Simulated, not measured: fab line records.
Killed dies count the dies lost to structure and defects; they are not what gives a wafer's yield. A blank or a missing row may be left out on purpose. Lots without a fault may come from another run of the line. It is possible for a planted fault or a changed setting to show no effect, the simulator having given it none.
fab line records	flow nandHarc
record lots=12	wafers=36	lastDay=25
route steps=1159 shown P_GATE@157 P_CONTACT@219 END@1159
lots that met no fault: from a run of the same line without faults
startH: hours from the record's opening day to when the first of the lot's shown wafers began	waitH: time in hours since the lot's previous step	" identical to the entry in the row above	L1.1+2: several wafers, shown together as one row	- no value present, or no start provided	* or withheld: withheld	< > ~ a bound
route shown NAME@n: NAME is a module with steps in the file, n the number in the route of the first one	usual: the fault-free wafers' mean and standard deviation	same: alike in all rows	chamber/n: place in a boat	sites: the reading at each site	_std_site: standard deviation across them	_edge_site: inner sites' mean taken away from outer sites' mean	radiusMm: how far each site lies from the wafer's centre	mask NAME#n: copy n	behind: the last tool/chamber to shape the wafer	hold: why the lot went on hold/how many hours it stayed there/how the hold came to an end	device: the n, p or np transistor that did not switch	end of line: tests of these same wafers at the route's end	where a step has no rows: the recipe by itself	killed: the dies lost at the first sort to structure and to defects; this is not the yield of the wafer	map: shows each die of a wafer: x if killed, . if not, _ if none is there
set.NAME: the setting that was run; set.NAME@STEP: the one run at that earlier step	model.NAME: the simulator's own value behind a step, which no gauge read
one table for each step of the route and one row for each wafer, over a sample of lots
services: a tool's chamber out of use, with start hour (startH, from the record's first day; less than 0 if before it), hours out, and reason
## steps
# step NHARC_P_GATE_STRIP_101
# recipe timeS=20	o2FlowSccm=500	arFlowSccm=0	biasW=0	chemistry=O2
# usual drypumpMotorCurrentA=5.7/0.38	oesProductAu=0.998/0.0071	rfVppV=57.9/0.9	showerheadPlenumPTorr=3.61/0.14	throttleValvePct=17.036/0.0094
lot.wafer	tool	chamber	startH	waitH	drypumpMotorCurrentA	oesProductAu	rfHoursCounterH	rfVppV	showerheadPlenumPTorr	throttleValvePct
L919.4	rieDiel-11	3	102.80	0.1	5.9	1.005	29	56.6	3.65	17.055
L919.6	"	1	"	"	5.6	1.007	-	59.0	3.64	17.045
L919.5	"	2	"	"	6.0	1.003	-	58.7	3.80	17.038
L921.4	rieDiel-03	0	118.06	0.1	5.4	1.007	13	57.8	3.35	17.042
L921.1	"	2	"	"	5.4	0.989	14	57.7	3.67	17.041
L921.6	"	3	"	"	6.4	1.000	-	58.9	3.66	17.042
L924.2	rieDiel-11	0	132.13	0.1	5.3	1.010	35	56.7	3.55	17.050
L924.1	"	1	"	"	5.5	0.999	37	58.6	3.63	17.047
L924.6	"	3	"	"	5.9	1.001	-	57.0	3.64	17.048
L925.3	rieDiel-03	2	141.43	0.1	5.4	1.003	18	56.7	3.67	17.047
L925.2	"	3	"	"	6.4	0.997	18	58.7	3.66	17.035
L925.1	"	0	"	"	5.4	1.001	17	58.7	3.35	17.037
L926.3	rieDiel-03	2	141.55	0.1	5.4	0.987	18	57.6	3.67	17.038
L926.4	"	3	"	"	6.4	0.989	18	57.7	3.66	17.043
L926.6	"	1	"	"	5.6	1.000	-	59.4	3.77	17.035
L927.1	rieDiel-03	2	153.82	0.3	5.4	1.003	19	57.4	3.67	17.026
L927.5	"	1	"	"	5.5	1.004	-	57.6	3.77	17.035
L927.4	"	2	"	"	5.4	0.998	-	59.1	3.67	17.045
L928.2	rieDiel-03	2	160.33	0.1	5.4	0.991	21	58.3	3.67	17.046
L928.5	"	2	"	"	5.4	0.989	-	58.7	3.67	17.051
L928.4	"	0	"	"	5.4	0.998	-	57.1	3.35	17.037
L931.1	rieDiel-03	0	176.68	0.1	5.4	0.993	24	57.5	3.35	17.019
L931.3	"	1	"	"	5.5	0.996	24	57.0	3.76	17.035
L931.2	"	2	"	"	5.4	0.983	25	58.3	3.67	17.041
L935.4	rieDiel-03	2	196.80	0.1	5.4	0.998	28	58.9	3.66	17.034
L935.2	"	0	"	"	5.4	1.007	27	56.9	3.35	17.036
L935.5	"	2	"	"	5.4	0.999	-	57.9	3.66	17.035
L937.3	rieDiel-03	2	212.21	0.1	5.4	0.997	32	56.8	3.66	17.036
L937.2	"	1	"	"	5.5	0.991	30	57.6	3.76	17.037
L937.6	"	3	"	"	6.4	0.987	-	59.5	3.66	17.030
L940.4	rieDiel-04	2	224.44	0.1	5.6	1.009	35	57.3	3.46	17.028
L940.2	"	3	"	"	6.2	1.004	44	58.9	3.57	17.030
L940.6	"	2	"	"	5.7	1.020	-	56.9	3.46	17.023
L942.1	rieDiel-03	0	238.79	0.1	5.4	0.996	2	55.9	3.34	17.035
L942.2	"	1	"	"	5.6	1.003	2	58.3	3.76	17.040
L942.6	"	0	"	"	5.4	0.998	-	57.8	3.34	17.028
# step NHARC_P_GATE_EXPOSE_88
# recipe na=0.6	targetCdNm=2000	doseMj=11.87	maskId=P_HVN
# usual stageVelMmS=500.02/0.23
lot.wafer	tool	chamber	startH	waitH	mask	stageVelMmS
L919.4	krfScanner-03	0	107.90	-	P_HVN#0	499.97
L919.5	"	0	"	"	P_HVN#0	499.70
L919.6	"	0	"	"	P_HVN#0	500.04
L921.1	krfScanner-04	0	122.26	-	P_HVN#0	499.84
L921.4	"	0	"	"	P_HVN#0	499.53
L921.6	"	0	"	"	P_HVN#0	499.77
L924.1	krfScanner-01	0	136.30	-	P_HVN#0	500.32
L924.2	"	0	"	"	P_HVN#0	500.41
L924.6	"	0	"	"	P_HVN#0	500.48
L925.1	krfScanner-03	0	145.66	-	P_HVN#0	499.45
L925.2	"	0	"	"	P_HVN#0	499.87
L925.3	"	0	"	"	P_HVN#0	500.07
L926.3	krfScanner-04	0	146.04	-	P_HVN#0	499.87
L926.4	"	0	"	"	P_HVN#0	500.13
L926.6	"	0	"	"	P_HVN#0	500.25
L927.1	krfScanner-01	0	158.11	-	P_HVN#0	499.99
L927.4	"	0	"	"	P_HVN#0	499.86
L927.5	"	0	"	"	P_HVN#0	500.03
L928.2	krfScanner-03	0	164.65	-	P_HVN#0	499.96
L928.4	"	0	"	"	P_HVN#0	500.00
L928.5	"	0	"	"	P_HVN#0	500.18
L931.1	krfScanner-03	0	180.80	-	P_PSD#0	499.86
L931.2	"	0	"	"	P_PSD#0	499.93
L931.3	"	0	"	"	P_PSD#0	499.90
L935.2	krfScanner-04	0	200.90	-	P_HVN#0	500.23
L935.4	"	0	"	"	P_HVN#0	500.19
L935.5	"	0	"	"	P_HVN#0	500.08
L937.2	krfScanner-04	0	216.56	-	P_HVN#0	500.13
L937.3	"	0	"	"	P_HVN#0	499.83
L937.6	"	0	"	"	P_HVN#0	499.85
L940.2	krfScanner-04	0	228.55	-	P_HVN#0	500.01
L940.4	"	0	"	"	P_HVN#0	499.66
L940.6	"	0	"	"	P_HVN#0	500.04
L942.1	krfScanner-04	0	242.92	-	P_HVN#0	499.90
L942.2	"	0	"	"	P_HVN#0	500.12
L942.6	"	0	"	"	P_HVN#0	499.68
# step NHARC_P_GATE_CD_MEAS_91
# recipe targetCdNm=2000	landingEnergyEv=500
# usual cdNm=2000.1/1.3
lot.wafer	tool	chamber	startH	waitH	cdNm
L919.4	cdSem-01	0	108.04	-	1999.9
L919.5	"	0	"	"	2001.9
L919.6	"	0	"	"	2001.3
L921.1	cdSem-03	0	122.41	-	2001.4
L921.4	"	0	"	"	2003.0
L921.6	"	0	"	"	2002.2
L924.1	cdSem-02	0	136.45	-	2002.8
L924.2	"	0	"	"	1999.3
L924.6	"	0	"	"	2001.2
L925.1	cdSem-02	0	145.82	-	1999.2
L925.2	"	0	"	"	1999.2
L925.3	"	0	"	"	2000.2
L926.3	cdSem-03	0	146.19	-	1997.7
L926.4	"	0	"	"	1998.3
L926.6	"	0	"	"	1997.9
L927.1	cdSem-01	0	158.26	-	2001.2
L927.4	"	0	"	"	2000.5
L927.5	"	0	"	"	2000.0
L928.2	cdSem-01	0	164.80	-	2002.0
L928.4	"	0	"	"	2002.3
L928.5	"	0	"	"	1999.6
L931.1	cdSem-03	0	180.97	-	-
L931.2	"	0	"	"	-
L931.3	"	0	"	"	-
L935.2	cdSem-03	0	201.05	-	1999.0
L935.4	"	0	"	"	1998.6
L935.5	"	0	"	"	1998.3
L937.2	cdSem-02	0	216.72	-	1999.7
L937.3	"	0	"	"	2000.5
L937.6	"	0	"	"	1998.7
L940.2	cdSem-03	0	228.71	-	2001.7
L940.4	"	0	"	"	1998.7
L940.6	"	0	"	"	2000.6
L942.1	cdSem-03	0	243.07	-	2000.6
L942.2	"	0	"	"	2000.8
L942.6	"	0	"	"	2000.1
# step NHARC_P_GATE_INSPECT_68
# usual rawDefectCount=191/73
lot.wafer	tool	chamber	startH	waitH	rawDefectCount
L919.4	defectInspect-02	-	111.57	0.1	278
L919.5	"	-	"	"	198
L919.6	"	-	"	"	244
L921.1	defectInspect-02	-	125.46	0.2	233
L921.4	"	-	"	"	197
L921.6	"	-	"	"	286
L924.1	defectInspect-01	-	139.55	0.2	127
L924.2	"	-	"	"	160
L924.6	"	-	"	"	105
L925.1	defectInspect-01	-	148.88	0.2	219
L925.2	"	-	"	"	197
L925.3	"	-	"	"	272
L926.3	defectInspect-01	-	149.28	0.1	78
L926.4	"	-	"	"	172
L926.6	"	-	"	"	83
L927.1	defectInspect-02	-	161.33	0.2	254
L927.4	"	-	"	"	154
L927.5	"	-	"	"	157
L928.2	defectInspect-02	-	172.69	0.1	165
L928.4	"	-	"	"	130
L928.5	"	-	"	"	109
L931.1	defectInspect-01	-	184.16	0.2	158
L931.2	"	-	"	"	113
L931.3	"	-	"	"	118
L935.2	defectInspect-01	-	204.11	0.1	408
L935.4	"	-	"	"	285
L935.5	"	-	"	"	275
L937.2	defectInspect-01	-	219.96	0.1	131
L937.3	"	-	"	"	96
L937.6	"	-	"	"	146
L940.2	defectInspect-01	-	232.06	0.1	280
L940.4	"	-	"	"	204
L940.6	"	-	"	"	283
L942.1	defectInspect-02	-	246.59	0.3	188
L942.2	"	-	"	"	89
L942.6	"	-	"	"	275
# step NHARC_P_CONTACT_CMP_01
# recipe targetThkNm=200	material=SiO2
# usual motorCurrentA=12.9/1.1
lot.wafer	tool	chamber	startH	waitH	motorCurrentA
L919.4	cmp-03	1	112.46	-	12.9
L919.5	"	3	"	"	15.8
L919.6	"	0	"	"	13.0
L921.4	cmp-03	0	126.54	0.4	13.1
L921.1	"	1	"	"	12.8
L921.6	"	3	"	"	14.3
L924.2	cmp-03	1	140.33	-	13.3
L924.1	"	2	"	"	11.7
L924.6	"	2	"	"	11.7
L925.1	cmp-03	2	149.68	-	11.9
L925.3	"	3	"	"	14.3
L925.2	"	0	"	"	12.5
L926.4	cmp-04	2	150.18	-	11.1
L926.3	"	0	"	"	11.6
L926.6	"	2	"	"	11.0
L927.4	cmp-03	2	162.17	-	11.9
L927.1	"	3	"	"	14.7
L927.5	"	0	"	"	13.2
L928.4	cmp-02	2	173.58	-	12.5
L928.2	"	3	"	"	12.2
L928.5	"	1	"	"	14.5
L935.4	cmp-03	1	204.93	-	12.1
L935.2	"	2	"	"	11.8
L935.5	"	3	"	"	15.0
L937.2	cmp-03	2	220.97	-	11.8
L937.3	"	3	"	"	14.2
L937.6	"	0	"	"	13.1
L940.2	cmp-04	1	233.13	0.5	11.2
L940.4	"	2	"	"	11.0
L940.6	"	1	"	"	11.1
L942.2	cmp-03	2	247.71	-	12.1
L942.1	"	1	"	"	12.8
L942.6	"	3	"	"	14.6
# step NHARC_END_SORT_01
# recipe tempC=25
# usual killedAtArray=25/9.8	killedAtOther=0.8/1.1	killedAtPeriphery=3.3/2.1	killedDies=29/10	killedOpen=3.3/1.8	killedShort=1.9/1.4
# same grossDies=677
lot.wafer	tool	chamber	startH	waitH	killedAtArray	killedAtOther	killedAtPeriphery	killedDies	killedOpen	killedShort
L931.1	prober-01	0	548.20	2.5	14	1	662	677	6	2
L931.2	prober-01	0	549.00	2.8	14	0	663	677	5	3
L931.3	prober-01	0	549.80	3.1	13	0	664	677	4	2
# killed by level:class
L931.1 P_GATE:areaExpose=657 A_CHANNEL_HOLE_D1:chamberFilmFlake=6 P_CONTACT:geometricParticle:open=3 A_CONTACT:geometricParticle:open=3 A_STAIRCASE:chamberFilmFlake=2 A_SLIT:geometricParticle:short=1 A_M0:geometricParticle:short=1 P_STI:chamberFilmFlake=1
L931.2 P_GATE:areaExpose=659 A_CHANNEL_HOLE_D1:chamberFilmFlake=4 A_CONTACT:chamberFilmFlake=4 P_CONTACT:geometricParticle:open=2 A_SGD_CUT:geometricParticle:open=1 P_CONTACT:geometricParticle:short=1 A_CHANNEL_FILL_D1:geometricParticle:short=1 A_CHANNEL_FILL_D1:geometricParticle:open=1
L931.3 P_GATE:areaExpose=662 A_CHANNEL_HOLE_D1:chamberFilmFlake=5 A_STAIRCASE:chamberFilmFlake=2 P_M1:geometricParticle:open=1 A_CHANNEL_FILL_D1:geometricParticle:open=1 A_SGD_CUT:geometricParticle:short=1 A_CONTACT:geometricParticle:short=1 A_BLC:geometricParticle:open=1
## services
tool	chamber	startH	hours	kind
krfScanner-01	-	84.00	4.0	pm
rieDiel-03	-	94.39	0.5	repair
cmp-04	-	98.70	0.3	repair
cmp-04	-	105.95	4.0	pm
cmp-03	-	108.64	3.6	repair
cmp-04	-	111.36	1.5	repair
krfScanner-01	-	114.01	4.0	repair
krfScanner-04	-	126.00	4.0	pm
krfScanner-04	-	135.31	7.7	repair
krfScanner-03	-	136.32	0.7	repair
rieDiel-11	1	139.63	2.1	repair
krfScanner-04	-	145.20	0.4	repair
cmp-03	-	156.00	4.0	pm
rieDiel-03	-	166.74	1.7	repair
krfScanner-03	-	168.00	4.0	pm
cmp-03	-	185.05	2.0	repair
krfScanner-01	-	185.51	0.7	repair
rieDiel-11	-	189.59	9.0	pm
krfScanner-01	-	190.33	0.4	repair
krfScanner-04	-	203.14	0.9	repair
rieDiel-03	-	215.33	9.0	pm
cmp-03	-	224.12	11.0	repair
krfScanner-03	-	224.50	0.4	repair
krfScanner-04	-	230.90	0.7	repair
## key
firstSign step=NHARC_P_GATE_EXPOSE_88	reading=mask	direction=changed
effect step=NHARC_P_GATE_CD_MEAS_91	reading=cdNm	direction=missing
effect step=NHARC_END_SORT_01	reading=killedAtPeriphery	direction=up	sigmas=99+	usual=3.3	struck=663
moreKillsBornAt NHARC_P_GATE_EXPOSE_88@krfScanner-03=1978
metAt NHARC_P_GATE_EXPOSE_88
struckLots L931
laterRowsLeftOut L931.1,L931.2,L931.3
testerLeftOut L931
notActingAt NHARC_P_GATE_STRIP_101,NHARC_P_GATE_INSPECT_68,NHARC_P_CONTACT_CMP_01
onsetBetween 164.65 180.80
fault kind=wrongMask	tool=any	chamber=-	onsetH=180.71	steps=NHARC_P_GATE_EXPOSE_88	auxCopy=P_PSD#0	scope=struckLotsOnly
# testerLeftOut: of these lots the tester's yield and bins aren't shown, on N5 and GAA mostly nor the transistor test; their killed dies are dies lost to structure and defects alone, not to doping, threshold or leakage, so they don't give the yield
# laterRowsLeftOut: the simulator's readings of these wafers behind a module that went badly wrong aren't trusted and aren't shown, but for the sort
